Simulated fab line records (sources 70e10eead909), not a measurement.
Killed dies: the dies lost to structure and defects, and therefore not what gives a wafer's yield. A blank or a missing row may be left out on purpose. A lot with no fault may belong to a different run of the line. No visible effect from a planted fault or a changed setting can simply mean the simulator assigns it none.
Which of the tools did it? | flow nand_harc | 13 lots, 35 wafers sampled, at 6 steps of a route of 1302

WHAT THE GAUGES SHOWED, per wafer
NHARC_THIN_TSV_CD_MEAS_37. Usual: cd_nm reads 5000.3 nm (standard deviation 1.9).
lot  | measured     | on        | cd_nm (nm)           | flag
L779 | day 24 15:30 | cd_sem-03 | 5000.3 4997.8 4998.0 |
L778 | day 24 16:49 | cd_sem-02 | 5002.5 5001.0 5004.8 |
L781 | day 26 02:10 | cd_sem-02 | 4998.4 5001.4 4998.8 |
L783 | day 26 09:55 | cd_sem-01 | 5002.7 5001.0 4997.9 |
L784 | day 26 11:20 | cd_sem-03 | 5000.8 4999.6 5001.9 |
L787 | day 28 17:46 | cd_sem-02 | 4998.6 5000.3 4998.7 |
L788 | day 28 20:14 | cd_sem-03 | 5003.6 5000.6 5003.5 |
L791 | day 29 09:39 | cd_sem-01 | 4977.6               | OFF
L794 | day 31 11:31 | cd_sem-02 | 4997.1 5002.2 4998.0 |
L790 | day 31 15:17 | cd_sem-01 | 4981.3               | OFF
L799 | day 32 19:33 | cd_sem-02 | 5000.9 5000.0 4999.0 |
L798 | day 33 00:02 | cd_sem-03 | 5000.2 5002.7 5005.3 |
L800 | day 33 15:08 | cd_sem-03 | 5000.1 4996.9 4997.9 |

NHARC_END_SORT_01. Usual: defect_limited_yield 92.0 %, standard deviation 2.6; killed_at_array 50, standard deviation 17; killed_at_other 0.7, standard deviation 1; killed_at_periphery 3.4, standard deviation 2.4; killed_dies 54, standard deviation 17; killed_open 3.3, standard deviation 1.7; killed_short 2.5, standard deviation 1.6; sort_bin_2_pct 2.8 %, standard deviation 1.1; sort_bin_3_pct 0.5 %, standard deviation 0.33; sort_bin_4_pct 4.6 %, standard deviation 1.5; sort_n_pass 623, standard deviation 17; sort_rim_yield_pct 92 %, standard deviation 3.8; sort_yield_pct 92.0 %, standard deviation 2.6.
lot  | measured     | on        | defect_limited_yield (%) | killed_at_array | killed_at_other | killed_at_periphery | killed_dies | killed_open | killed_short | sort_bin_2_pct (%) | sort_bin_3_pct (%) | sort_bin_4_pct (%) | sort_n_pass | sort_rim_yield_pct (%) | sort_yield_pct (%) | flag
L779 | day 24 23:26 | prober-01 | 86.4 90.1 91.0           | 80 58 55        | 2 1 1           | 10 8 5              | 92 67 61    | 5 1 1       | 1 4 5        | 5.2 5.0 3.7        | 0.7 0.7 0.4        | 7.7 4.1 4.9        | 585 610 616 | 94 87 84               | 86.4 90.1 91.0     |
L799 | day 33 03:53 | prober-01 | 94.7 95.1 96.0           | 34 31 23        | 1 2 2           | 1 0 2               | 36 33 27    | 5 2 2       | 0 4 0        | 2.2 1.3 0.7        | 0.3 0.1 0.1        | 2.8 3.4 3.1        | 641 644 650 | 98 99 94               | 94.7 95.1 96.0     |

TOOL THAT RAN EACH LOT (tool first, then ch and the chambers of the sampled wafers, then the start)
lot  | NHARC_THIN_TSV_PRE_CLEAN_50             | NHARC_THIN_TSV_PVD_51                   | NHARC_THIN_TSV_PRE_CLEAN_54  | NHARC_THIN_TSV_ETCH_59
L779 | pvd_sputter-01, day 24 13:00 or earlier | pvd_sputter-01, day 24 13:00 or earlier | pvd_sputter-03, day 24 13:00 | rie_metal-03 ch 0,1, day 24 14:21
L778 | pvd_sputter-03, day 24 14:19 or earlier | pvd_sputter-03, day 24 14:19 or earlier | pvd_sputter-01, day 24 14:19 | rie_metal-01 ch 0,1, day 24 15:44
L781 | pvd_sputter-01, day 25 23:47 or earlier | pvd_sputter-01, day 25 23:47 or earlier | pvd_sputter-01, day 25 23:47 | rie_metal-02 ch 0,1, day 26 01:01
L783 | pvd_sputter-01, day 26 07:32 or earlier | pvd_sputter-01, day 26 07:32 or earlier | pvd_sputter-01, day 26 07:32 | rie_metal-02 ch 0,1, day 26 08:46
L784 | pvd_sputter-02, day 26 08:49 or earlier | pvd_sputter-02, day 26 08:49 or earlier | pvd_sputter-02, day 26 08:49 | rie_metal-03 ch 0,1, day 26 10:10
L787 | pvd_sputter-02, day 28 15:14 or earlier | pvd_sputter-02, day 28 15:14 or earlier | pvd_sputter-02, day 28 15:14 | rie_metal-02 ch 0,1, day 28 16:30
L788 | pvd_sputter-01, day 28 17:36 or earlier | pvd_sputter-01, day 28 17:36 or earlier | pvd_sputter-01, day 28 17:36 | rie_metal-02 ch 0,1, day 28 19:02
L791 | pvd_sputter-03, day 29 07:07 or earlier | pvd_sputter-03, day 29 07:07 or earlier | pvd_sputter-01, day 29 07:07 | rie_metal-02 ch 0, day 29 08:28
L794 | pvd_sputter-02, day 31 09:02 or earlier | pvd_sputter-02, day 31 09:02 or earlier | pvd_sputter-01, day 31 09:02 | rie_metal-01 ch 0,1, day 31 10:22
L790 | pvd_sputter-02, day 31 12:48 or earlier | pvd_sputter-02, day 31 12:48 or earlier | pvd_sputter-01, day 31 12:48 | rie_metal-02 ch 0, day 31 14:07
L799 | pvd_sputter-01, day 32 17:10 or earlier | pvd_sputter-01, day 32 17:10 or earlier | pvd_sputter-03, day 32 17:10 | rie_metal-01 ch 0,1, day 32 18:26
L798 | pvd_sputter-01, day 32 21:38 or earlier | pvd_sputter-01, day 32 21:38 or earlier | pvd_sputter-03, day 32 21:38 | rie_metal-03 ch 0, day 32 22:53
L800 | pvd_sputter-02, day 33 12:46 or earlier | pvd_sputter-02, day 33 12:46 or earlier | pvd_sputter-01, day 33 12:46 | rie_metal-03 ch 0,1, day 33 14:02
- NHARC_THIN_TSV_PRE_CLEAN_50: time 30 s.
- NHARC_THIN_TSV_PVD_51: deposits Cu, target thk 100 nm.
- NHARC_THIN_TSV_PRE_CLEAN_54: time 30 s.
- NHARC_THIN_TSV_ETCH_59: etches the open film in Cl2/BCl3, target depth 880 nm, time 138.1 s.

AS READ BY THE TOOLS THEMSELVES (means over the sampled wafers that have a number; for cases with no such wafer, the mark the record gives instead)
NHARC_THIN_TSV_PRE_CLEAN_50. Usual: heater_power_w reads 429 W (standard deviation 51).
lot  | tool           | heater_power_w (W) | flag
L779 | pvd_sputter-01 | 442                |
L778 | pvd_sputter-03 | 358                |
L781 | pvd_sputter-01 | 477                |
L783 | pvd_sputter-01 | 449                |
L784 | pvd_sputter-02 | 441                |
L787 | pvd_sputter-02 | 431                |
L788 | pvd_sputter-01 | 468                |
L791 | pvd_sputter-03 | 344                |
L794 | pvd_sputter-02 | 430                |
L790 | pvd_sputter-02 | 408                |
L799 | pvd_sputter-01 | 480                |
L798 | pvd_sputter-01 | 458                |
L800 | pvd_sputter-02 | 396                |

NHARC_THIN_TSV_PVD_51. Usual: throttle_valve_pct reads 30.3 % (standard deviation 0.82).
lot  | tool           | throttle_valve_pct (%) | flag
L779 | pvd_sputter-01 | 30.5                   |
L778 | pvd_sputter-03 | 29.8                   |
L781 | pvd_sputter-01 | 30.7                   |
L783 | pvd_sputter-01 | 30.5                   |
L784 | pvd_sputter-02 | 29.7                   |
L787 | pvd_sputter-02 | 30.4                   |
L788 | pvd_sputter-01 | 30.1                   |
L791 | pvd_sputter-03 | 29.9                   |
L794 | pvd_sputter-02 | 30.7                   |
L790 | pvd_sputter-02 | 29.1                   |
L799 | pvd_sputter-01 | 30.5                   |
L798 | pvd_sputter-01 | 30.8                   |
L800 | pvd_sputter-02 | 30.3                   |

NHARC_THIN_TSV_PRE_CLEAN_54. Usual: heater_power_w reads 432 W (standard deviation 46).
lot  | tool           | heater_power_w (W) | flag
L779 | pvd_sputter-03 | 359                |
L778 | pvd_sputter-01 | 449                |
L781 | pvd_sputter-01 | 429                |
L783 | pvd_sputter-01 | 455                |
L784 | pvd_sputter-02 | 424                |
L787 | pvd_sputter-02 | 400                |
L788 | pvd_sputter-01 | 470                |
L791 | pvd_sputter-01 | 429                |
L794 | pvd_sputter-01 | 441                |
L790 | pvd_sputter-01 | 409                |
L799 | pvd_sputter-03 | 366                |
L798 | pvd_sputter-03 | 359                |
L800 | pvd_sputter-01 | 441                |

NHARC_THIN_TSV_ETCH_59. Usual: drypump_motor_current_A 5.97 A, standard deviation 0.26; oes_product_au 1.001 a.u., standard deviation 0.0076; throttle_valve_pct 22.265 %, standard deviation 0.0082.
lot  | tool         | drypump_motor_current_A (A) | oes_product_au (a.u.) | throttle_valve_pct (%) | flag
L779 | rie_metal-03 | 5.97                        | 1.002                 | 22.259                 |
L778 | rie_metal-01 | 5.56                        | 1.002                 | 22.264                 |
L781 | rie_metal-02 | 6.11                        | 1.009                 | 22.269                 |
L783 | rie_metal-02 | 6.15                        | 0.996                 | 22.271                 |
L784 | rie_metal-03 | 6.13                        | 1.005                 | 22.267                 |
L787 | rie_metal-02 | 6.16                        | 0.992                 | 22.271                 |
L788 | rie_metal-02 | 6.15                        | 1.002                 | 22.261                 |
L791 | rie_metal-02 | 6.19                        | 1.349                 | 22.257                 | OFF
L794 | rie_metal-01 | 5.54                        | 1.004                 | 22.264                 |
L790 | rie_metal-02 | 6.19                        | 1.339                 | 22.256                 | OFF
L799 | rie_metal-01 | 5.55                        | 1.012                 | 22.264                 |
L798 | rie_metal-03 | 6.27                        | 0.996                 | 22.268                 |
L800 | rie_metal-03 | 5.95                        | 1.001                 | 22.259                 |

THE ANSWER, worked out from the rows above alone
Rule: a lot is off if the mean of its wafers that have a number lies more than 3 standard deviations from the usual mean. Also off: a lot with no number at a reading for which 4 or more lots have one. Where the step has rows for the other lots, those lots are counted as sound. First the gauges in route order, then the tools' own readings, where a lot's mean is used as printed above. At the first step where some lot is off, the reading lying furthest off is the one used; lots without a number count as furthest.
Off at NHARC_THIN_TSV_CD_MEAS_37 (cd_nm): L791, L790.
A tool fits if, at a process step before that reading, it ran every lot that is off, and no sound lot after the first of them. The gauges at NHARC_THIN_TSV_CD_MEAS_37 aren't tried: what is off there is off at NHARC_THIN_TSV_ETCH_59 too, on other tools, and a gauge's error can't cause that. NHARC_THIN_TSV_PRE_CLEAN_50 gives no start for some lots, so the hours and the order of its lots are those of NHARC_THIN_TSV_PRE_CLEAN_54. NHARC_THIN_TSV_PVD_51 gives no start for some lots, so the hours and the order of its lots are those of NHARC_THIN_TSV_PRE_CLEAN_54. One fits: rie_metal-02 at NHARC_THIN_TSV_ETCH_59. Its last sound lot is L788 (day 28 19:02), its first lot that is off L791 (day 29 08:28): a fault that began between those two fits.
The tool's own readings at NHARC_THIN_TSV_ETCH_59 bear it out: on the lots that are off they differ by more than 5 times the standard deviation of the sound lots' means. oes_product_au reads 1.344 a.u. there against 1.002 a.u. on the sound lots.

WHAT WAS PUT IN BY THE SIMULATOR
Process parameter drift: rie_metal-02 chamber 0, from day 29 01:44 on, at NHARC_THIN_TSV_ETCH_59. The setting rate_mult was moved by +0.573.
Struck lots among those shown: L791, L790. This agrees with what the rule above found.
